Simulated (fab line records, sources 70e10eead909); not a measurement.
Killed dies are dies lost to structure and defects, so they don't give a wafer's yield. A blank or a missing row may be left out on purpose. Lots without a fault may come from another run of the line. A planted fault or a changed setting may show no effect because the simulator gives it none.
A struck lot beside a sound one | flow nand_harc | 15 steps out of a route of 1302
Sound: wafers L595.1, L595.2, L595.3. Struck: wafers L601.3, L601.5. The cause comes at the end.
At each step with rows: each side's tool, then ch and its chambers, then its first start. Under that, the readings that differ: sound wafers | struck wafers | difference of the means | sigmas: that difference in standard deviations of wafers without a fault.
alike: readings whose means differ by less than 2 such deviations, and words and numbers that are the same on both sides. not compared: withheld readings, readings that some wafer has no value for, bounds like >300 that may hide the same value, and numbers for which the record gives no deviation and whose values overlap.
The two part at a step that has a row with sigmas, a row that says differs or no value, or rows on one side only. Numbers that don't overlap but have no deviation are shown without sigmas and don't part them. A reading that every wafer of one side lacks parts them only if that side has two wafers or more.

first, 2 steps without rows for these wafers: NHARC_A_CONTACT_ETCH_137 (etches the open film in C4F8/O2/Ar, time 311 s, target depth 1912 nm); NHARC_A_CONTACT_ETCH_138 (etches the open film in C4F8/O2/Ar, time 311 s, target depth 1914 nm).
NHARC_A_CONTACT_ETCH_139: etches the open film in C4F8/O2/Ar, time 195 s, target depth 840 nm.
  sound on har_cap_etch-01 ch 0,1, day 24 20:59; struck on har_cap_etch-01 ch 0,1, day 27 11:21
  not compared: rf_hours_counter_h
NHARC_A_CONTACT_ETCH_92: etches the open film in CH3F/O2, target depth 40 nm, time 85.7 s.
  sound on rie_diel-13 ch 0,1,2, day 24 21:33; struck on rie_diel-13 ch 0,1, day 27 11:46
  alike: drypump_motor_current_A, o2_flow_sccm, oes_product_au, rf_vpp_V, showerhead_plenum_p_Torr, throttle_valve_pct
  not compared: rf_hours_counter_h
NHARC_A_CONTACT_ETCH_98: etches the open film in C4F6/O2, target depth 20 nm, time 10 s.
  sound on rie_diel-13 ch 1,2,3; struck on rie_diel-13 ch 0,2
  alike: drypump_motor_current_A, o2_flow_sccm, oes_product_au, rf_vpp_V, showerhead_plenum_p_Torr, throttle_valve_pct
  not compared: rf_hours_counter_h
NHARC_A_CONTACT_CD_MEAS_15:
  sound on cd_sem-02, day 24 22:29; struck on cd_sem-02, day 27 11:59
  alike: cd_nm
then, 3 steps without rows for these wafers: NHARC_A_CONTACT_STRIP_107 (strips in N2/H2); NHARC_A_CONTACT_STRIP_108 (strips in CF4/CHF3); NHARC_A_CONTACT_STRIP_109 (strips in O2/COS).
NHARC_A_CONTACT_ETCH_110: etches the open film in CF4/O2, target depth 60 nm, overetch 6 nm, time 33 s.
  sound on rie_diel-12 ch 0,1,3, day 24 22:49; struck on rie_diel-02 ch 1,2, day 27 12:17
  alike: drypump_motor_current_A, o2_flow_sccm, oes_product_au, rf_vpp_V, showerhead_plenum_p_Torr, throttle_valve_pct
  not compared: rf_hours_counter_h
NHARC_A_CONTACT_STRIP_26: strips in O2.
  sound on rie_diel-12 ch 1,2,3; struck on rie_diel-02 ch 3
  reading               | sound             | struck      | difference | sigmas
  oes_product_au (a.u.) | 1.003 1.015 0.988 | 1.025 1.037 | +0.029     | +3
  alike: drypump_motor_current_A, o2_flow_sccm, rf_vpp_V, showerhead_plenum_p_Torr, throttle_valve_pct
  not compared: rf_hours_counter_h
then, 1 step without rows for these wafers: NHARC_A_CONTACT_STRIP_27 (strips in post etch residue remover, time 600 s).
NHARC_A_CONTACT_ALD_18: deposits TiN, target thk 3 nm, pulse time 1 s, ald cycles 150.
  sound on ald_metal-04 ch 1,2,3, day 24 23:35; struck on ald_metal-03 ch 0,1, day 27 12:59
  reading    | sound       | struck  | difference | sigmas
  ald_cycles | 150 150 150 | 178 178 | +28        |
  alike: heater_power_w, precursor_pulse_height_rel
then, 1 step without rows for these wafers: NHARC_A_CONTACT_CVD_19 (deposits W, target thk 300 nm, time 802 s).
-- the record jumps here: 2 days lie between the struck wafers' starts before and after (it left off in module A_CONTACT and takes up again in module END, whose first step shown is number 1302 of the route) --
NHARC_END_SORT_01:
  sound on prober-02 ch 0, day 26 20:55; struck on prober-02 ch 0, day 29 14:22
  alike: killed_at_array, killed_at_other, killed_at_periphery, killed_dies, killed_open, killed_short

WHERE THEY PART
Only at NHARC_A_CONTACT_STRIP_26, within this record. Later steps at which nothing parts them and some readings are alike: NHARC_A_CONTACT_ALD_18, NHARC_END_SORT_01.

WHY: what the simulator had put in
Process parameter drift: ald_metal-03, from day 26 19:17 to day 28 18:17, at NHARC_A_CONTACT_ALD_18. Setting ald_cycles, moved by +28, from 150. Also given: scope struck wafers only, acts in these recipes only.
